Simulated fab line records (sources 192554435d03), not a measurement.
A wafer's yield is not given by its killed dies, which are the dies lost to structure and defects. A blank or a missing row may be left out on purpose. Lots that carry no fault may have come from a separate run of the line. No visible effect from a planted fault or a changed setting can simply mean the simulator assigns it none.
Chamber matching | flow n5 finfet | N5_BEOL_M11_CMP_52 on cmp-04: 4 sister chambers
The step polishes, stops on SiCOH lowk, t overpolish 7 s, target thk 140 nm. 4 wafers are shown with their chamber, then 10 later ones without.

WAFERS PAIRED WITH THEIR CHAMBERS
wafer  | chamber | motor current A (A)
L075.1 | 1       | 6.1
L086.1 | 2       | 6.6
L086.5 | 3       | 5.7
L088.5 | 0       | 7.0

WAFERS MISSING THEIR CHAMBER
wafer  | motor current A (A)
L088.6 | 6.3
L093.1 | 5.8
L093.3 | 7.1
L093.5 | 6.2
L095.2 | 6.4
L095.4 | 6.0
L095.5 | 7.2
L097.1 | 7.3
L097.3 | 6.3
L097.4 | 6.6

WHICH CHAMBER EACH ONE RAN IN
wafer  | from the rows above     | in truth
L088.6 | can't be placed: 1 or 2 | 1
L093.1 | can't be placed: 3 or 1 | 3
L093.3 | 0                       | 0
L093.5 | can't be placed: 1 or 2 | 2
L095.2 | can't be placed: 2 or 1 | 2
L095.4 | can't be placed: 1 or 3 | 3
L095.5 | 0                       | 0
L097.1 | 0                       | 0
L097.3 | can't be placed: 1 or 2 | 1
L097.4 | 2                       | 2
Correct placement for 4 of the 10. From these rows, 6 cannot be placed; in 6 the true chamber is one of the candidates. 0 placed wrongly.
How it was worked out, from the rows above alone: a wafer's distance from a chamber is the root of the sum, over the readings, of the square of ((its reading less the chamber's mean) divided by the reading's scatter). The wafer belongs to the nearest chamber; if the next one is less than 2 further off, it can't be placed. Each chamber's mean is taken over the wafers shown for it. The scatter (one wafer shown for each chamber): square how far every hidden wafer sits from the nearest shown wafer, average those squares and take the square root.
